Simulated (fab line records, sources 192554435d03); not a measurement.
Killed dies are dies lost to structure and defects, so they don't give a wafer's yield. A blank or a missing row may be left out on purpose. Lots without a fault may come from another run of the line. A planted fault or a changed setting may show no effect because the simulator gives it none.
Which tool did it? | flow n5_finfet | 10 lots, 30 wafers sampled, at 5 steps of a route of 1938

WHAT THE GAUGES READ, wafer by wafer
N5_BEOL_M4_RC_MEAS_101.
lot  | measured     | on        | CJ_N           | DIBL_N (mV/V)  | DIBL_P (mV/V)  | IOFF_N (nA/um)    | IOFF_P (nA/um) | ION_N (uA/um) | ION_P (uA/um) | SS_N (mV/dec)  | SS_P (mV/dec)  | VT_N (mV)         | VT_P (mV)
L998 | day 8 02:21  | prober-01 | 4.34 4.31 4.33 | 37.2 36.6 35.3 | 38.5 37.3 36.4 | 0.169 0.150 0.137 | 0.23 0.21 0.20 | 681 676 661   | 466 467 457   | 71.4 71.6 71.5 | 72.8 72.7 73.0 | 246.2 249.8 251.9 | -249 -251 -252
L999 | day 9 11:22  | prober-02 | 4.33 4.34 4.34 | 36.7 37.9 36.8 | 37.4 38.7 37.3 | 0.161 0.190 0.162 | 0.24 0.26 0.23 | 684 687 678   | 475 467 468   | 72.0 71.9 71.4 | 73.4 74.0 74.3 | 247.5 248.9 249.6 | -247 -249 -249
L100 | day 8 19:53  | prober-01 | 4.62 4.59 4.63 | 34.5 34.9 35.0 | 34.7 34.7 34.9 | 0.125 0.128 0.133 | 0.16 0.16 0.16 | 660 658 663   | 452 450 451   | 71.1 71.6 71.1 | 72.2 72.5 72.0 | 251.7 252.1 254.3 | -258 -254 -256
L102 | day 9 17:05  | prober-01 | 4.57 4.58 4.56 | 36.6 36.5 36.3 | 36.6 36.1 36.3 | 0.181 0.159 0.175 | 0.25 0.23 0.24 | 691 676 692   | 472 463 473   | 72.2 71.9 71.0 | 74.1 72.8 72.7 | 247.9 250.6 247.0 | -251 -251 -248
L112 | day 12 12:53 | prober-02 | 4.42 4.45 4.35 | 37.1 36.4 34.7 | 37.0 36.4 34.0 | 0.156 0.154 0.120 | 0.22 0.21 0.18 | 666 671 660   | 459 457 453   | 71.4 72.1 70.6 | 74.0 73.0 73.4 | 250.1 252.0 254.0 | -249 -251 -253
L113 | day 12 20:43 | prober-02 | 4.35 4.39 4.30 | 36.3 37.1 37.9 | 36.0 36.6 38.3 | 0.133 0.149 0.163 | 0.20 0.21 0.24 | 666 677 686   | 461 464 477   | 71.5 71.6 71.9 | 72.2 72.6 74.0 | 254.8 251.3 249.4 | -251 -247 -248
L114 | day 12 10:00 | prober-02 | 4.35 4.29 4.33 | 36.0 36.0 36.0 | 35.9 36.1 36.1 | 0.160 0.152 0.159 | 0.20 0.20 0.20 | 683 672 685   | 463 461 463   | 71.2 71.7 71.2 | 73.4 72.8 72.5 | 249.9 249.2 248.5 | -250 -252 -251
L119 | day 14 03:20 | prober-02 | 4.38 4.38 4.43 | 37.2 37.1 35.9 | 37.3 36.7 34.6 | 0.186 0.174 0.154 | 0.26 0.25 0.22 | 691 683 689   | 481 473 474   | 71.4 71.6 70.7 | 74.0 74.1 73.9 | 247.1 249.6 253.2 | -246 -247 -250
L120 | day 13 19:12 | prober-01 | 4.19 4.33 4.37 | 35.7 37.4 36.5 | 36.1 37.9 36.6 | 0.147 0.182 0.170 | 0.25 0.28 0.26 | 673 675 667   | 469 473 464   | 71.2 71.5 71.8 | 73.3 74.0 73.9 | 249.2 246.1 247.4 | -246 -245 -246
L121 | day 14 19:49 | prober-02 | 4.33 4.24 4.23 | 38.2 34.8 39.5 | 39.2 34.9 40.7 | 0.187 0.119 0.208 | 0.29 0.20 0.34 | 688 665 685   | 471 470 478   | 71.6 70.4 71.7 | 74.1 72.6 74.1 | 249.0 251.8 247.2 | -242 -248 -243

WHICH TOOL RAN EACH LOT (tool, then ch and the chambers of the sampled wafers, then the start)
lot  | N5_PMOS_HMC_CHANNEL_EPI_EPI_26 | N5_BEOL_M4_ANNEAL_95         | N5_BEOL_M4_CMP_52             | N5_BEOL_M4_PRE_CLEAN_60
L998 | epi_rpcvd-02 ch 0, day 1 19:53 | pvd_sputter-01, day 8 01:02  | cmp-01 ch 0,1, day 8 01:42    | cvd_co-01 ch 0,1,2, day 8 02:04
L999 | epi_rpcvd-02 ch 0, day 2 02:07 | pvd_sputter-02, day 9 09:46  | cmp-01 ch 2,3, day 9 10:26    | cvd_co-02 ch 0,1,2, day 9 10:46
L100 | epi_rpcvd-02 ch 0, day 2 07:51 | pvd_sputter-01, day 8 18:38  | cmp-04 ch 0,1,3, day 8 19:17  | cvd_co-02 ch 0,1, day 8 19:37
L102 | epi_rpcvd-02 ch 0, day 2 21:25 | pvd_sputter-01, day 9 15:44  | cmp-01 ch 0,1, day 9 16:23    | cvd_co-02 ch 0,1,2, day 9 16:44
L112 | epi_rpcvd-04 ch 0, day 5 07:46 | pvd_sputter-01, day 12 11:11 | cmp-02 ch 0,1,2, day 12 12:01 | cvd_co-01 ch 0,1,2, day 12 12:37
L113 | epi_rpcvd-03 ch 0, day 5 14:14 | pvd_sputter-02, day 12 19:28 | cmp-04 ch 0,2,3, day 12 20:09 | cvd_co-01 ch 0,1,2, day 12 20:26
L114 | epi_rpcvd-03 ch 0, day 5 19:52 | pvd_sputter-03, day 12 08:38 | cmp-04 ch 1,2, day 12 09:23   | cvd_co-02 ch 0,1,2, day 12 09:44
L119 | epi_rpcvd-03 ch 0, day 7 02:13 | pvd_sputter-03, day 14 01:46 | cmp-02 ch 0,2,3, day 14 02:30 | cvd_co-01 ch 0,1,2, day 14 02:46
L120 | epi_rpcvd-02 ch 0, day 7 09:23 | pvd_sputter-03, day 13 17:54 | cmp-04 ch 0,1,2, day 13 18:36 | cvd_co-01 ch 1,2, day 13 18:55
L121 | epi_rpcvd-03 ch 0, day 7 14:11 | pvd_sputter-02, day 14 18:25 | cmp-01 ch 0,3, day 14 19:03   | cvd_co-02 ch 0,1,2, day 14 19:23
- N5_PMOS_HMC_CHANNEL_EPI_EPI_26: deposits Si from SiH4/H2, target thk 3.8 nm, time 22.7 s.
- N5_BEOL_M4_ANNEAL_95: time 240 s.
- N5_BEOL_M4_CMP_52: polishes, stops on SiOC, t overpolish 6.8 s, target thk 40 nm.
- N5_BEOL_M4_PRE_CLEAN_60: time 15 s.

WHAT THE TOOLS THEMSELVES READ (means of the sampled wafers that have a number; where no wafer has one, the mark that the record gives instead)
N5_PMOS_HMC_CHANNEL_EPI_EPI_26.
lot  | tool         | throttle_valve_pct (%)
L998 | epi_rpcvd-02 | 11.1
L999 | epi_rpcvd-02 | 11.0
L100 | epi_rpcvd-02 | 11.2
L102 | epi_rpcvd-02 | 11.2
L112 | epi_rpcvd-04 | 10.3
L113 | epi_rpcvd-03 | 11.0
L114 | epi_rpcvd-03 | 11.0
L119 | epi_rpcvd-03 | 11.0
L120 | epi_rpcvd-02 | 11.2
L121 | epi_rpcvd-03 | 11.0

N5_BEOL_M4_ANNEAL_95.
lot  | tool           | heater_power_w (W)
L998 | pvd_sputter-01 | 678
L999 | pvd_sputter-02 | 804
L100 | pvd_sputter-01 | 755
L102 | pvd_sputter-01 | 661
L112 | pvd_sputter-01 | 704
L113 | pvd_sputter-02 | 871
L114 | pvd_sputter-03 | 769
L119 | pvd_sputter-03 | 788
L120 | pvd_sputter-03 | 829
L121 | pvd_sputter-02 | 827

N5_BEOL_M4_CMP_52.
lot  | tool   | barrier_field_endpoint_s (s) | motor_current_A (A) | overpolish_run_s (s) | time_to_endpoint_s (s)
L998 | cmp-01 | 24.9                         | 5.6                 | 6.791                | 62.1
L999 | cmp-01 | 24.6                         | 6.0                 | 6.804                | 64.5
L100 | cmp-04 | 24.1                         | 5.8                 | 6.810                | 60.3
L102 | cmp-01 | 24.5                         | 5.1                 | 6.802                | 64.0
L112 | cmp-02 | 24.5                         | 6.5                 | 6.801                | 63.0
L113 | cmp-04 | 25.3                         | 5.5                 | 6.800                | 63.3
L114 | cmp-04 | 24.7                         | 5.2                 | 6.798                | 62.2
L119 | cmp-02 | 24.8                         | 5.8                 | 6.802                | 60.4
L120 | cmp-04 | 24.6                         | 5.6                 | 6.809                | 65.1
L121 | cmp-01 | 24.1                         | 5.4                 | 6.804                | 63.9

N5_BEOL_M4_PRE_CLEAN_60.
lot  | tool      | heater_power_w (W) | rf_fwd_power_W (W)
L998 | cvd_co-01 | 98                 | 297.9
L999 | cvd_co-02 | 75                 | 297.3
L100 | cvd_co-02 | 71                 | 297.7
L102 | cvd_co-02 | 77                 | 297.8
L112 | cvd_co-01 | 99                 | 298.2
L113 | cvd_co-01 | 99                 | 298.6
L114 | cvd_co-02 | 76                 | 297.1
L119 | cvd_co-01 | 99                 | 297.6
L120 | cvd_co-01 | 87                 | 298.2
L121 | cvd_co-02 | 77                 | 297.1

THE ANSWER, worked out from the rows above alone
Rule: what is usual is taken from the lots themselves. Put in order of their means at a reading, lots are off if they are a third of the lots or fewer, leave a main group of 4 or more, and stand apart from it by a gap of 3 or more times the standard deviation of the main group's means; of several such gaps the widest counts. A main group whose means are all the same, to the digits that the tables above print for the reading, isn't used. A lot without any number at a reading at which 4 lots or more have one is off too. The other lots that the step has rows for count as sound. The gauges are gone through in route order, then the tools' own readings, and for those a lot's mean is taken as printed above. The first step at which some lot is off is used, and at that step the reading that is off furthest; a lot without a number counts as furthest.
Off: L100, L102, at N5_BEOL_M4_RC_MEAS_101 (CJ_N). The main group: mean 4.34, standard deviation 0.044.
A tool fits if, at a process step before that reading, it ran every lot that is off, and no sound lot after the first of them. The gauges at N5_BEOL_M4_RC_MEAS_101 are tried like those tools. None of those tried fits.

WHAT THE SIMULATOR HAD PUT IN
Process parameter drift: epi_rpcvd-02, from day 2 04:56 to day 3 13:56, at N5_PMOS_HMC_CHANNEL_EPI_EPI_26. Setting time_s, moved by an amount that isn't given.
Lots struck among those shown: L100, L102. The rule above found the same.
